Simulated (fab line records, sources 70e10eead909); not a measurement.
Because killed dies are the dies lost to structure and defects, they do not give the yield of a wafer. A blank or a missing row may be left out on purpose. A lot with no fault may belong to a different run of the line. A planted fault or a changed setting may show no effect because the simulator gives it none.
fab line records	flow nandHarc
record: lots: 24	wafers: 72	lastDay: 33
route steps=1302 shown P_ZERO_WELL@17 P_GATE@122
lots that met no fault: taken from a fault-free run of the same line
startH: hours from the record's opening day to when the first of the lot's shown wafers began	waitH: how many hours have passed since the lot's step before this one	" same as the row above	L1.1+2: one row covering several wafers at once	- value missing, or start not given	* or withheld: withheld	< > ~ a bound
route shown NAME@n: names a module that has steps shown in the file, with the first one's number in the route	usual: mean and standard deviation over wafers with no fault	same: alike in all rows	chamber/n: place in a boat	sites: readings site by site	_std_site: the standard deviation of these	_edge_site: outer sites' mean less inner sites'	radiusMm: for every site, how far away it sits from the centre of the wafer	mask NAME#n: copy n	behind: the tool/chamber that last shaped the wafer	hold: why the lot was held/for how many hours/how that ended	device: names the non-switching transistor (n, p or np)	end of line: the route-end tests of the same wafers	a step with no rows: only its recipe	killed: dies lost to structure and defects at the first sort, not the wafer's yield	map: dies across one wafer; x = killed, . = not, _ = none there
set.NAME: setting as actually run; set.NAME@STEP: the setting as run at that earlier step	model.NAME: the simulator's own value behind a step, which no gauge read
a sample of lots followed through the steps of the route, with each step as a table and each wafer as a row
services: a tool's chamber out of use, with start hour (startH, from the record's first day; less than 0 if before it), hours out, and reason
== steps ==
step: NHARC_P_ZERO_WELL_ETCH_65
recipe: targetDepthA: 800	overetchA: 240	timeS: 87.88	ionEnergyEv: 200	n2FlowSccm: 150	h2FlowSccm: 150	arFlowSccm: 0	rfW: 400	biasW: 150	chemistry: N2/H2
usual: chamberPressureMTorr: 29.999/0.029	drypumpMotorCurrentA: 5.84/0.26	oesProductAu: 0.997/0.011	rfVppV: 430.6/2.9	showerheadPlenumPTorr: 2.04/0.1	throttleValvePct: 14.171/0.0092
lot.wafer	tool	chamber	startH	waitH	chamberPressureMTorr	drypumpMotorCurrentA	oesProductAu	rfHoursCounterH	rfVppV	showerheadPlenumPTorr	throttleValvePct
L074.2	rieDiel-03	3	21.36	0.1	29.990	5.79	0.996	10	433.2	2.15	14.167
L074.1	"	0	"	"	30.022	5.97	1.013	11	432.4	2.06	14.152
L074.4	"	1	"	"	29.995	5.95	0.975	10	434.2	2.21	14.160
L075.3	rieDiel-02	3	31.58	0.1	29.971	5.67	0.990	49	428.1	2.00	14.177
L075.1	"	2	"	"	29.983	5.58	0.968	50	428.9	1.95	14.160
L075.4	"	2	"	"	30.002	5.59	0.979	-	427.0	1.95	14.171
L076.3	rieDiel-03	1	41.54	0.2	30.007	5.91	0.989	19	434.5	2.21	14.173
L076.4	"	3	"	"	30.012	5.78	1.006	17	433.7	2.14	14.167
L076.2	"	0	"	"	29.998	5.98	1.016	19	430.6	2.06	14.166
L077.1	rieDiel-13	3	51.38	0.1	30.055	6.51	0.999	25	432.0	2.11	14.169
L077.6	"	0	"	"	30.013	5.35	0.988	-	431.1	2.02	14.175
L077.5	"	1	"	"	29.982	5.64	0.983	-	432.1	2.08	14.172
L078.4	rieDiel-13	2	61.49	0.1	29.974	6.29	1.001	25	428.5	1.98	14.171
L078.3	"	3	"	"	29.962	6.57	0.996	28	433.5	2.11	14.168
L078.2	"	0	"	"	29.995	5.38	0.988	25	429.3	2.02	14.169
L079.3	rieDiel-03	0	71.36	0.1	30.003	5.95	1.012	27	432.1	2.06	14.164
L079.5	"	3	"	"	30.003	5.76	1.004	-	432.8	2.14	14.154
L079.6	"	0	"	"	29.980	5.97	1.020	-	432.0	2.06	14.175
L080.1	rieDiel-02	1	81.54	0.1	29.952	6.08	0.999	13	433.7	2.21	14.150
L080.2	"	0	"	"	30.010	5.61	0.980	12	429.0	1.98	14.170
L080.5	"	1	"	"	29.988	6.10	0.994	-	435.2	2.21	14.195
L081.3	rieDiel-03	3	91.37	0.1	29.973	5.80	0.990	33	434.0	2.14	14.174
L081.4	"	0	"	"	30.005	5.98	1.011	33	431.1	2.06	14.169
L081.5	"	1	"	"	29.999	5.95	0.981	-	434.3	2.21	14.164
L082.1	rieDiel-02	1	101.58	0.1	29.830	6.11	0.992	18	434.8	2.21	14.175
L082.2	"	2	"	"	29.960	5.57	1.001	18	426.6	1.94	14.180
L082.6	"	1	"	"	30.003	6.09	0.992	-	435.9	2.21	14.179
L083.1	rieDiel-03	0	111.36	0.1	30.019	5.98	1.007	43	430.8	2.05	14.163
L083.4	"	1	"	"	30.003	5.97	0.981	41	435.3	2.20	14.168
L083.5	"	0	"	"	30.021	5.99	1.007	-	430.7	2.05	14.169
L084.3	rieDiel-03	2	121.49	0.1	30.004	6.08	0.986	42	427.0	1.92	14.167
L084.2	"	3	"	"	29.985	5.78	0.983	46	432.4	2.13	14.180
L084.6	"	2	"	"	30.017	6.11	0.997	-	427.2	1.92	14.182
L085.3	rieDiel-02	2	131.38	0.1	30.028	5.54	0.988	25	427.1	1.94	14.166
L085.1	"	3	"	"	30.037	5.68	0.992	24	429.0	1.99	14.173
L085.6	"	1	"	"	29.970	6.09	0.994	-	436.3	2.21	14.154
L086.2	rieDiel-13	1	141.35	0.1	30.024	5.62	0.994	46	429.2	2.07	14.161
L086.3	"	2	"	"	29.983	6.28	1.024	50	429.2	1.98	14.180
L086.4	"	3	"	"	30.047	6.58	1.002	50	432.0	2.10	14.178
L087.3	rieDiel-02	3	151.50	0.1	30.000	5.62	0.990	29	429.0	1.99	14.166
L087.2	"	1	"	"	30.046	6.06	0.998	32	435.9	2.21	14.169
L087.6	"	2	"	"	29.940	5.60	1.000	-	426.8	1.94	14.164
L088.4	rieDiel-02	3	161.39	0.1	29.993	5.67	1.003	30	430.0	1.99	14.179
L088.3	"	1	"	"	30.016	6.07	1.003	35	432.3	2.21	14.174
L088.6	"	3	"	"	29.968	5.67	1.016	-	428.5	1.99	14.162
L089.3	rieDiel-02	0	171.65	0.2	30.036	5.64	1.006	40	429.6	1.97	14.173
L089.6	"	2	"	"	30.029	5.62	1.005	-	426.5	1.94	14.178
L089.5	"	3	"	"	29.995	5.63	1.002	-	428.0	1.99	14.163
L090.3	rieDiel-13	2	181.63	0.1	30.033	6.26	1.002	3	428.0	1.97	14.185
L090.1	"	3	"	"	30.024	6.55	0.995	2	430.7	2.10	14.168
L090.2	"	0	"	"	30.005	5.36	0.984	2	430.7	2.01	14.178
L091.2	rieDiel-02	3	191.48	0.1	30.028	5.68	1.004	43	429.2	1.99	14.174
L091.3	"	2	"	"	29.972	5.61	0.991	47	427.9	1.93	14.179
L091.6	"	0	"	"	30.001	5.63	0.986	-	427.0	1.97	14.167
L092.3	rieDiel-02	2	201.51	0.1	30.018	5.59	1.003	48	428.7	1.93	14.158
L092.4	"	0	"	"	30.013	5.63	0.987	49	428.2	1.97	14.179
L092.5	"	2	"	"	29.994	5.61	0.987	-	427.6	1.93	14.158
L093.2	rieDiel-03	1	211.48	0.1	30.014	5.96	1.004	16	435.8	2.19	14.188
L093.3	"	2	"	"	30.023	6.12	1.009	16	428.5	1.91	14.170
L093.5	"	1	"	"	29.996	5.95	1.002	-	434.1	2.19	14.184
L094.3	rieDiel-03	0	221.52	0.1	30.017	5.97	1.010	19	431.2	2.04	14.158
L094.4	"	2	"	"	29.987	6.08	1.002	19	426.8	1.91	14.180
L094.1	"	3	"	"	29.934	5.78	1.005	20	434.6	2.12	14.173
L095.3	rieDiel-02	0	231.51	0.1	29.992	5.61	0.988	1	427.7	1.96	14.173
L095.6	"	2	"	"	30.027	5.59	0.992	-	426.8	1.93	14.166
L095.5	"	0	"	"	30.006	5.63	0.988	-	428.6	1.96	14.178
L096.3	rieDiel-03	3	241.53	0.1	30.004	5.77	0.988	26	433.5	2.12	14.171
L096.1	"	0	"	"	30.022	5.95	1.010	25	430.1	2.04	14.155
L096.5	"	3	"	"	30.010	5.78	1.002	-	430.6	2.12	14.170
L097.3	rieDiel-02	0	251.36	0.1	29.974	5.62	0.981	7	427.7	1.96	14.169
L097.4	"	1	"	"	29.968	6.09	0.992	8	433.4	2.20	14.174
L097.2	"	2	"	"	30.005	5.54	0.989	10	427.4	1.93	14.185
step: NHARC_P_ZERO_WELL_INSPECT_43
usual: rawDefectCount: 12/5.3
lot.wafer	tool	chamber	startH	waitH	rawDefectCount
L074.1	defectInspect-01	-	27.59	0.6	22
L074.2	"	-	"	"	5
L074.4	"	-	"	"	9
L075.1	defectInspect-02	-	37.73	0.6	7
L075.3	"	-	"	"	10
L075.4	"	-	"	"	8
L076.2	defectInspect-02	-	47.56	0.5	11
L076.3	"	-	"	"	11
L076.4	"	-	"	"	10
L077.1	defectInspect-02	-	57.57	0.6	10
L077.5	"	-	"	"	17
L077.6	"	-	"	"	16
L078.2	defectInspect-01	-	67.50	0.5	23
L078.3	"	-	"	"	15
L078.4	"	-	"	"	9
L079.3	defectInspect-02	-	79.92	0.4	11
L079.5	"	-	"	"	6
L079.6	"	-	"	"	14
L080.1	defectInspect-01	-	87.71	0.6	13
L080.2	"	-	"	"	15
L080.5	"	-	"	"	15
L081.3	defectInspect-02	-	97.33	0.4	19
L081.4	"	-	"	"	6
L081.5	"	-	"	"	10
L082.1	defectInspect-01	-	107.59	0.6	7
L082.2	"	-	"	"	12
L082.6	"	-	"	"	21
L083.1	defectInspect-02	-	117.43	0.6	15
L083.4	"	-	"	"	12
L083.5	"	-	"	"	18
L084.2	defectInspect-01	-	127.57	0.5	17
L084.3	"	-	"	"	4
L084.6	"	-	"	"	11
L085.1	defectInspect-02	-	137.47	0.6	7
L085.3	"	-	"	"	7
L085.6	"	-	"	"	11
L086.2	defectInspect-02	-	147.33	0.5	15
L086.3	"	-	"	"	8
L086.4	"	-	"	"	12
L087.2	defectInspect-01	-	157.33	0.5	13
L087.3	"	-	"	"	5
L087.6	"	-	"	"	14
L088.3	defectInspect-02	-	168.24	0.3	17
L088.4	"	-	"	"	9
L088.6	"	-	"	"	12
L089.3	defectInspect-02	-	177.88	0.4	9
L089.5	"	-	"	"	17
L089.6	"	-	"	"	8
L090.1	defectInspect-02	-	187.92	0.6	11
L090.2	"	-	"	"	8
L090.3	"	-	"	"	10
L091.2	defectInspect-01	-	197.44	0.5	15
L091.3	"	-	"	"	18
L091.6	"	-	"	"	9
L092.3	defectInspect-02	-	207.37	0.4	7
L092.4	"	-	"	"	18
L092.5	"	-	"	"	20
L093.2	defectInspect-01	-	217.66	0.5	13
L093.3	"	-	"	"	21
L093.5	"	-	"	"	20
L094.1	defectInspect-02	-	227.48	0.6	17
L094.3	"	-	"	"	16
L094.4	"	-	"	"	26
L095.3	defectInspect-02	-	237.51	0.4	12
L095.5	"	-	"	"	9
L095.6	"	-	"	"	13
L096.1	defectInspect-01	-	248.04	0.6	6
L096.3	"	-	"	"	6
L096.5	"	-	"	"	7
L097.2	defectInspect-02	-	257.34	0.5	9
L097.3	"	-	"	"	7
L097.4	"	-	"	"	7
step: NHARC_P_GATE_CD_MEAS_11
recipe: targetCdNm: 1640	landingEnergyEv: 500
usual: cdNm: 1640.5/2
lot.wafer	tool	chamber	startH	waitH	cdNm
L074.1	cdSem-01	0	78.67	-	1643.0
L074.2	"	0	"	"	1641.1
L074.4	"	0	"	"	1641.6
L075.1	cdSem-03	0	94.90	-	1638.5
L075.3	"	0	"	"	1638.8
L075.4	"	0	"	"	1640.1
L076.2	cdSem-03	0	102.36	-	1639.3
L076.3	"	0	"	"	1642.4
L076.4	"	0	"	"	1640.0
L077.1	cdSem-02	0	111.92	-	1638.6
L077.5	"	0	"	"	1642.1
L077.6	"	0	"	"	1640.0
L078.2	cdSem-02	0	119.29	-	1641.5
L078.3	"	0	"	"	1638.6
L078.4	"	0	"	"	1640.4
L080.1	cdSem-03	0	135.26	-	1639.4
L080.2	"	0	"	"	1643.3
L080.5	"	0	"	"	1637.8
L079.3	cdSem-01	0	135.30	-	1640.6
L079.5	"	0	"	"	1643.1
L079.6	"	0	"	"	1638.8
L081.3	cdSem-02	0	153.38	-	1644.5
L081.4	"	0	"	"	1639.5
L081.5	"	0	"	"	1641.1
L082.1	cdSem-01	0	165.41	-	1645.1
L082.2	"	0	"	"	1640.6
L082.6	"	0	"	"	1641.7
L083.1	cdSem-03	0	170.14	-	1642.2
L083.4	"	0	"	"	1642.4
L083.5	"	0	"	"	1642.8
L084.2	cdSem-02	0	178.17	-	1640.5
L084.3	"	0	"	"	1644.3
L084.6	"	0	"	"	1640.7
L085.1	cdSem-02	0	194.55	-	1641.3
L085.3	"	0	"	"	1638.5
L085.6	"	0	"	"	1641.3
L086.2	cdSem-03	0	201.96	-	1640.4
L086.3	"	0	"	"	1639.9
L086.4	"	0	"	"	1638.3
L087.2	cdSem-02	0	209.10	-	1638.3
L087.3	"	0	"	"	1636.3
L087.6	"	0	"	"	1640.3
L088.3	cdSem-03	0	230.25	-	1642.3
L088.4	"	0	"	"	1641.4
L088.6	"	0	"	"	1643.7
L089.3	cdSem-02	0	230.41	-	1642.2
L089.5	"	0	"	"	1641.4
L089.6	"	0	"	"	1638.8
L090.1	cdSem-02	0	245.44	-	1638.7
L090.2	"	0	"	"	1641.5
L090.3	"	0	"	"	1642.4
L091.2	cdSem-02	0	253.31	-	1639.9
L091.3	"	0	"	"	1636.6
L091.6	"	0	"	"	1639.8
L092.3	cdSem-02	0	261.61	-	1637.6
L092.4	"	0	"	"	1640.2
L092.5	"	0	"	"	1640.3
L093.2	cdSem-03	0	275.23	-	1639.2
L093.3	"	0	"	"	1639.0
L093.5	"	0	"	"	1640.2
L094.1	cdSem-01	0	282.45	-	1643.9
L094.3	"	0	"	"	1639.9
L094.4	"	0	"	"	1639.0
L095.3	cdSem-01	0	288.02	-	1636.4
L095.5	"	0	"	"	1639.5
L095.6	"	0	"	"	1639.2
L096.1	cdSem-03	0	304.61	-	1641.3
L096.3	"	0	"	"	1638.3
L096.5	"	0	"	"	1641.5
L097.2	cdSem-01	0	310.67	-	1641.4
L097.3	"	0	"	"	1640.2
L097.4	"	0	"	"	1642.8
step: NHARC_P_GATE_CD_MEAS_33
usual: cdNm: 120/3.7
lot.wafer	tool	chamber	startH	waitH	cdNm
L074.1	cdSem-01	-	98.30	-	115
L074.2	"	-	"	"	118
L074.4	"	-	"	"	120
L075.1	cdSem-02	-	110.20	-	122
L075.3	"	-	"	"	117
L075.4	"	-	"	"	118
L076.2	cdSem-01	-	119.75	0.2	113
L076.3	"	-	"	"	119
L076.4	"	-	"	"	112
L077.1	cdSem-01	-	132.70	-	122
L077.5	"	-	"	"	115
L077.6	"	-	"	"	129
L078.2	cdSem-02	-	137.16	-	121
L078.3	"	-	"	"	116
L078.4	"	-	"	"	117
L079.3	cdSem-01	-	152.52	-	118
L079.5	"	-	"	"	121
L079.6	"	-	"	"	119
L080.1	cdSem-03	-	153.32	0.2	122
L080.2	"	-	"	"	119
L080.5	"	-	"	"	124
L081.3	cdSem-01	-	169.81	-	115
L081.4	"	-	"	"	121
L081.5	"	-	"	"	117
L082.1	cdSem-02	-	180.50	-	125
L082.2	"	-	"	"	124
L082.6	"	-	"	"	117
L083.1	cdSem-02	-	186.14	-	124
L083.4	"	-	"	"	118
L083.5	"	-	"	"	123
L084.2	cdSem-01	-	193.22	-	118
L084.3	"	-	"	"	121
L084.6	"	-	"	"	123
L085.1	cdSem-02	-	211.16	-	120
L085.3	"	-	"	"	118
L085.6	"	-	"	"	117
L086.2	cdSem-01	-	219.18	-	116
L086.3	"	-	"	"	118
L086.4	"	-	"	"	121
L087.2	cdSem-02	-	224.11	-	115
L087.3	"	-	"	"	122
L087.6	"	-	"	"	113
L089.3	cdSem-03	-	245.42	0.1	120
L089.5	"	-	"	"	122
L089.6	"	-	"	"	118
L088.3	cdSem-02	-	245.58	-	127
L088.4	"	-	"	"	116
L088.6	"	-	"	"	116
L090.1	cdSem-02	-	262.40	-	120
L090.2	"	-	"	"	122
L090.3	"	-	"	"	115
L091.2	cdSem-03	-	273.62	-	123
L091.3	"	-	"	"	118
L091.6	"	-	"	"	126
L092.3	cdSem-02	-	276.55	-	131
L092.4	"	-	"	"	118
L092.5	"	-	"	"	124
L093.2	cdSem-03	-	289.98	-	118
L093.3	"	-	"	"	123
L093.5	"	-	"	"	123
L094.1	cdSem-03	-	298.70	-	116
L094.3	"	-	"	"	118
L094.4	"	-	"	"	116
L095.3	cdSem-01	-	303.29	-	119
L095.5	"	-	"	"	116
L095.6	"	-	"	"	127
L096.1	cdSem-01	-	322.00	-	119
L096.3	"	-	"	"	118
L096.5	"	-	"	"	126
L097.2	cdSem-02	-	325.76	-	121
L097.3	"	-	"	"	119
L097.4	"	-	"	"	122
step: NHARC_P_GATE_DEGAS_109
recipe: tempC: 300	timeS: 60
usual: heaterPowerW: 459/38
lot.wafer	tool	chamber	startH	waitH	heaterPowerW
L074.4	pvdSputter-03	-	114.92	0.1	453
L074.1	"	-	"	"	519
L074.2	"	-	"	"	398
L075.3	pvdSputter-01	-	126.85	0.1	481
L075.4	"	-	"	"	387
L075.1	"	-	"	"	418
L076.2	pvdSputter-01	-	136.27	0.1	452
L076.3	"	-	"	"	477
L076.4	"	-	"	"	386
L077.1	pvdSputter-02	-	149.35	0.1	500
L077.5	"	-	"	"	496
L077.6	"	-	"	"	445
L078.2	pvdSputter-01	-	153.55	0.1	382
L078.4	"	-	"	"	425
L078.3	"	-	"	"	450
L079.3	pvdSputter-02	-	169.40	0.1	441
L079.6	"	-	"	"	495
L079.5	"	-	"	"	446
L080.2	pvdSputter-02	-	170.46	0.1	442
L080.1	"	-	"	"	414
L080.5	"	-	"	"	506
L081.3	pvdSputter-03	-	186.32	0.1	495
L081.4	"	-	"	"	475
L081.5	"	-	"	"	475
L082.1	pvdSputter-02	-	196.97	0.1	501
L082.2	"	-	"	"	471
L082.6	"	-	"	"	492
L083.4	pvdSputter-01	-	202.59	0.1	454
L083.1	"	-	"	"	384
L083.5	"	-	"	"	446
L084.3	pvdSputter-02	-	210.02	0.1	434
L084.2	"	-	"	"	423
L084.6	"	-	"	"	439
L085.1	pvdSputter-03	-	227.62	0.1	492
L085.3	"	-	"	"	498
L085.6	"	-	"	"	490
L086.4	pvdSputter-02	-	235.55	0.1	435
L086.2	"	-	"	"	484
L086.3	"	-	"	"	440
L087.2	pvdSputter-02	-	240.54	0.1	431
L087.3	"	-	"	"	451
L087.6	"	-	"	"	514
L089.3	pvdSputter-03	-	261.83	0.1	482
L089.6	"	-	"	"	415
L089.5	"	-	"	"	470
L088.4	pvdSputter-01	-	262.35	0.1	382
L088.3	"	-	"	"	441
L088.6	"	-	"	"	485
L090.1	pvdSputter-03	-	278.89	0.1	493
L090.2	"	-	"	"	400
L090.3	"	-	"	"	459
L092.3	pvdSputter-02	-	293.01	0.1	430
L092.4	"	-	"	"	410
L092.5	"	-	"	"	521
L091.3	pvdSputter-02	-	299.96	0.1	427
L091.2	"	-	"	"	501
L091.6	"	-	"	"	496
L093.2	pvdSputter-01	-	306.41	0.1	444
L093.3	"	-	"	"	383
L093.5	"	-	"	"	471
L094.1	pvdSputter-01	-	315.07	0.1	483
L094.3	"	-	"	"	401
L094.4	"	-	"	"	473
L095.3	pvdSputter-02	-	319.69	0.1	516
L095.5	"	-	"	"	520
L095.6	"	-	"	"	495
L096.1	pvdSputter-03	-	338.51	0.1	407
L096.3	"	-	"	"	472
L096.5	"	-	"	"	493
L097.2	pvdSputter-02	-	342.24	0.1	436
L097.3	"	-	"	"	504
L097.4	"	-	"	"	424
step: NHARC_P_GATE_INSPECT_68
usual: rawDefectCount: 187/74
lot.wafer	tool	chamber	startH	waitH	rawDefectCount
L074.1	defectInspect-02	-	115.91	0.2	317
L074.2	"	-	"	"	136
L074.4	"	-	"	"	248
L075.1	defectInspect-01	-	127.80	0.2	178
L075.3	"	-	"	"	299
L075.4	"	-	"	"	142
L076.2	defectInspect-02	-	137.22	0.1	140
L076.3	"	-	"	"	139
L076.4	"	-	"	"	198
L077.1	defectInspect-01	-	150.29	0.2	212
L077.5	"	-	"	"	209
L077.6	"	-	"	"	147
L078.2	defectInspect-02	-	154.51	0.1	84
L078.3	"	-	"	"	208
L078.4	"	-	"	"	159
L079.3	defectInspect-02	-	170.51	0.1	168
L079.5	"	-	"	"	271
L079.6	"	-	"	"	143
L080.1	defectInspect-01	-	171.41	0.2	91
L080.2	"	-	"	"	88
L080.5	"	-	"	"	154
L081.3	defectInspect-01	-	187.27	0.1	132
L081.4	"	-	"	"	84
L081.5	"	-	"	"	208
L082.1	defectInspect-02	-	198.23	0.2	222
L082.2	"	-	"	"	154
L082.6	"	-	"	"	239
L083.1	defectInspect-01	-	203.63	0.2	250
L083.4	"	-	"	"	297
L083.5	"	-	"	"	150
L084.2	defectInspect-02	-	210.97	0.1	99
L084.3	"	-	"	"	109
L084.6	"	-	"	"	97
L085.1	defectInspect-02	-	228.57	0.2	146
L085.3	"	-	"	"	330
L085.6	"	-	"	"	226
L086.2	defectInspect-02	-	236.50	0.1	175
L086.3	"	-	"	"	209
L086.4	"	-	"	"	118
L087.2	defectInspect-01	-	241.54	0.1	139
L087.3	"	-	"	"	221
L087.6	"	-	"	"	173
L089.3	defectInspect-01	-	262.78	0.1	154
L089.5	"	-	"	"	297
L089.6	"	-	"	"	234
L088.3	defectInspect-01	-	263.38	0.1	185
L088.4	"	-	"	"	219
L088.6	"	-	"	"	151
L090.1	defectInspect-02	-	279.84	0.2	149
L090.2	"	-	"	"	242
L090.3	"	-	"	"	172
L092.3	defectInspect-01	-	293.96	0.1	477
L092.4	"	-	"	"	407
L092.5	"	-	"	"	268
L091.2	defectInspect-02	-	300.90	0.1	244
L091.3	"	-	"	"	144
L091.6	"	-	"	"	186
L093.2	defectInspect-02	-	307.36	0.1	144
L093.3	"	-	"	"	189
L093.5	"	-	"	"	330
L094.1	defectInspect-01	-	316.02	0.2	151
L094.3	"	-	"	"	100
L094.4	"	-	"	"	248
L095.3	defectInspect-02	-	320.65	0.1	114
L095.5	"	-	"	"	164
L095.6	"	-	"	"	167
L096.1	defectInspect-02	-	339.45	0.2	99
L096.3	"	-	"	"	150
L096.5	"	-	"	"	92
L097.2	defectInspect-01	-	343.19	0.1	142
L097.3	"	-	"	"	142
L097.4	"	-	"	"	192
== services ==
tool	chamber	startH	hours	kind
rieDiel-02	-	25.77	0.3	repair
rieDiel-02	-	26.46	0.1	repair
rieDiel-02	1	30.51	18.0	repair
pvdSputter-02	-	34.88	4.0	repair
rieDiel-03	-	37.32	2.5	repair
rieDiel-02	-	39.81	9.0	pm
pvdSputter-02	-	42.76	3.3	repair
rieDiel-03	2	50.64	8.7	repair
pvdSputter-02	-	51.52	9.2	repair
rieDiel-02	1	86.64	2.2	repair
pvdSputter-02	-	100.22	0.5	repair
pvdSputter-02	-	104.06	10.0	pm
rieDiel-02	3	137.90	3.8	repair
rieDiel-02	3	142.98	4.2	repair
rieDiel-03	2	154.62	9.7	repair
rieDiel-03	-	160.34	9.0	pm
rieDiel-03	0	192.77	6.0	repair
rieDiel-02	1	204.14	16.0	repair
pvdSputter-02	-	214.05	1.7	repair
rieDiel-02	-	216.81	9.0	pm
rieDiel-03	3	233.18	4.3	repair
pvdSputter-02	-	282.06	10.0	pm
rieDiel-03	0	288.19	4.1	repair
rieDiel-03	-	338.03	9.0	pm
== key ==
fault none
